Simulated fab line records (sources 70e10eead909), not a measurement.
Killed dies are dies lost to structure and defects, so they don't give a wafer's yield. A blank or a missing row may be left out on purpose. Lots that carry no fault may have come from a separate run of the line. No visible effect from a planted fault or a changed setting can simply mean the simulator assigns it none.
Which tool did it? :: flow nandHarc :: 14 lots, 42 wafers sampled, at 3 steps of a route of 1302

WHAT EACH GAUGE READ, for each wafer
NHARC_A_ONON_D1_THK_MEAS_08: measures by ellipsometry.
lot: L533
measured: day 8 07:34
on: filmMetro-01
thkNm (nm): 999 998 997

lot: L534
measured: day 8 13:35
on: filmMetro-02
thkNm (nm): 996 996 997

lot: L536
measured: day 9 09:25
on: filmMetro-02
thkNm (nm): 1004 1006 1005

lot: L538
measured: day 10 04:25
on: filmMetro-02
thkNm (nm): 1003 1002 1002

lot: L537
measured: day 10 04:25
on: filmMetro-01
thkNm (nm): 1011 1010 1010

lot: L540
measured: day 11 17:01
on: filmMetro-02
thkNm (nm): 1012 1012 1012

lot: L545
measured: day 12 23:31
on: filmMetro-02
thkNm (nm): 1015 1015 1016

lot: L546
measured: day 14 03:26
on: filmMetro-02
thkNm (nm): 989 990 990

lot: L547
measured: day 14 15:49
on: filmMetro-02
thkNm (nm): 994 994 993

lot: L549
measured: day 14 20:06
on: filmMetro-01
thkNm (nm): 1016 1017 1017

lot: L548
measured: day 14 20:14
on: filmMetro-02
thkNm (nm): 988 987 987

lot: L550
measured: day 15 03:35
on: filmMetro-01
thkNm (nm): 988 988 987

lot: L551
measured: day 15 14:29
on: filmMetro-01
thkNm (nm): 1005 1005 1004

lot: L555
measured: day 17 08:07
on: filmMetro-01
thkNm (nm): 1006 1006 1008

NHARC_A_ONON_D1_THK_MEAS_18: measures by ellipsometry.
lot: L533
measured: day 8 18:49
on: filmMetro-02
thkNm (nm): 996 997 998

lot: L534
measured: day 8 22:37
on: filmMetro-01
thkNm (nm): 1001 1001 1000

lot: L536
measured: day 9 18:14
on: filmMetro-01
thkNm (nm): 1013 1012 1013

lot: L538
measured: day 10 15:11
on: filmMetro-01
thkNm (nm): 999 1000 997

lot: L537
measured: day 10 15:11
on: filmMetro-02
thkNm (nm): 1015 1017 1016

lot: L540
measured: day 12 01:55
on: filmMetro-02
thkNm (nm): 1003 1004 1003

lot: L545
measured: day 13 08:25
on: filmMetro-01
thkNm (nm): 1003 1002 1000

lot: L546
measured: day 14 15:54
on: filmMetro-01
thkNm (nm): 1001 1000 1001

lot: L547
measured: day 15 01:43
on: filmMetro-02
thkNm (nm): 1077 1078 1078

lot: L549
measured: day 15 01:43
on: filmMetro-01
thkNm (nm): 987 988 990

lot: L548
measured: day 15 05:58
on: filmMetro-01
thkNm (nm): 1091 1089 1088

lot: L550
measured: day 15 12:31
on: filmMetro-02
thkNm (nm): 1005 1003 1005

lot: L551
measured: day 16 01:14
on: filmMetro-02
thkNm (nm): 990 990 991

lot: L555
measured: day 17 16:55
on: filmMetro-02
thkNm (nm): 997 996 998

WHICH TOOL RAN EACH LOT (tool, then ch and the chambers of the sampled wafers, then the start)
lot: L533
NHARC_A_ONON_D1_DEP_16: pecvdOnon-03 ch 0, day 8 18:18

lot: L534
NHARC_A_ONON_D1_DEP_16: pecvdOnon-04 ch 0, day 8 22:09

lot: L536
NHARC_A_ONON_D1_DEP_16: pecvdOnon-02 ch 0, day 9 17:44

lot: L538
NHARC_A_ONON_D1_DEP_16: pecvdOnon-04 ch 0, day 10 14:40

lot: L537
NHARC_A_ONON_D1_DEP_16: pecvdOnon-02 ch 0, day 10 14:40

lot: L540
NHARC_A_ONON_D1_DEP_16: pecvdOnon-02 ch 0, day 12 01:28

lot: L545
NHARC_A_ONON_D1_DEP_16: pecvdOnon-02 ch 0, day 13 07:54

lot: L546
NHARC_A_ONON_D1_DEP_16: pecvdOnon-04 ch 0, day 14 15:26

lot: L547
NHARC_A_ONON_D1_DEP_16: pecvdOnon-02 ch 0, day 15 01:16

lot: L549
NHARC_A_ONON_D1_DEP_16: pecvdOnon-04 ch 0, day 15 01:13

lot: L548
NHARC_A_ONON_D1_DEP_16: pecvdOnon-02 ch 0, day 15 05:31

lot: L550
NHARC_A_ONON_D1_DEP_16: pecvdOnon-04 ch 0, day 15 12:00

lot: L551
NHARC_A_ONON_D1_DEP_16: pecvdOnon-03 ch 0, day 16 00:43

lot: L555
NHARC_A_ONON_D1_DEP_16: pecvdOnon-04 ch 0, day 17 16:24
- NHARC_A_ONON_D1_DEP_16: target thk 1000 nm.

AS READ BY THE TOOLS THEMSELVES (means over the sampled wafers that have a number; for cases with no such wafer, the mark the record gives instead)
The record holds no such reading with a usual standard deviation.

THE ANSWER, worked out from the rows above alone
Rule: the lots themselves supply what counts as usual. Put in order of their means at a reading, lots are off if they are a third of the lots or fewer, leave a main group of 4 or more, and stand apart from it by a gap of 3 or more times the standard deviation of the main group's means; of several such gaps the widest counts. A main group is skipped when, at the precision printed for the reading in the tables above, its means are all equal. A lot without any number at a reading at which 4 lots or more have one is off too. Any other lot the step has rows for is counted as sound. First the gauges in route order, then the tools' own readings, where a lot's mean is used as printed above. The first step at which some lot is off is used, and at that step the reading that is off furthest; a lot without a number counts as furthest.
Off at NHARC_A_ONON_D1_THK_MEAS_18 (thkNm): L547, L548. For the main group the mean is 1001 nm and the standard deviation 7.6.
A tool fits if, at a process step before that reading, it ran every lot that is off, and no sound lot after the first of them. Those tools and the gauges at NHARC_A_ONON_D1_THK_MEAS_18 are tried in the same way. One fits: pecvdOnon-02 at NHARC_A_ONON_D1_DEP_16. A fault onset in the window from L545 (day 13 07:54, its last sound lot) to L547 (day 15 01:16, its first lot off) fits.

WHAT WAS PUT IN BY THE SIMULATOR
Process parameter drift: pecvdOnon-02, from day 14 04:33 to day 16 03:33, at NHARC_A_ONON_D1_DEP_16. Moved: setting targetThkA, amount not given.
Struck lots among those shown: L547, L548. The rule above reached the same finding.
